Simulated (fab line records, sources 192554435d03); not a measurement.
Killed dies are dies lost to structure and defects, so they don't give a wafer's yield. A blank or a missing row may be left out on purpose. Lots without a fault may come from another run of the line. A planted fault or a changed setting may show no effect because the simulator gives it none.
Chamber matching | flow n5_finfet | N5_FIN_SAQP_SPACER2_ALD_28 on ald_sin-01: 4 sister chambers
The step deposits SiO2, target thk 8.1 nm, pulse time 1 s, purge time 2 s. 4 wafers are shown with their chamber, then 7 later ones without.

WAFERS WITH THEIR CHAMBER
wafer  | chamber | heater_power_w (W)
L085.1 | 3       | 481
L085.4 | 1       | 492
L087.1 | 2       | 587
L087.3 | 0       | 413

WAFERS WITHOUT THEIR CHAMBER
wafer  | heater_power_w (W)
L087.5 | 478
L095.1 | 489
L095.4 | 579
L095.5 | 423
L097.1 | 415
L097.3 | 514
L097.5 | 436

WHICH CHAMBER EACH WENT THROUGH
wafer  | from the rows above     | in truth
L087.5 | can't be placed: 3 or 1 | 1
L095.1 | can't be placed: 1 or 3 | 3
L095.4 | 2                       | 2
L095.5 | 0                       | 0
L097.1 | 0                       | 0
L097.3 | can't be placed: 1 or 3 | 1
L097.5 | can't be placed: 0 or 3 | 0
Placed correctly: 3 of 7. Can't be placed from these rows: 4 (the true chamber is among the candidates in 4). Placed wrongly: 0.
How it was worked out, from the rows above alone: a wafer's distance from a chamber is the root of the sum, over the readings, of the square of ((its reading less the chamber's mean) divided by the reading's scatter). The wafer belongs to the nearest chamber; if the next one is less than 2 further off, it can't be placed. A chamber's mean is the mean of its shown wafers. The scatter: with one shown wafer a chamber, the root of the mean of the squares of how far each hidden wafer lies from its nearest shown one.
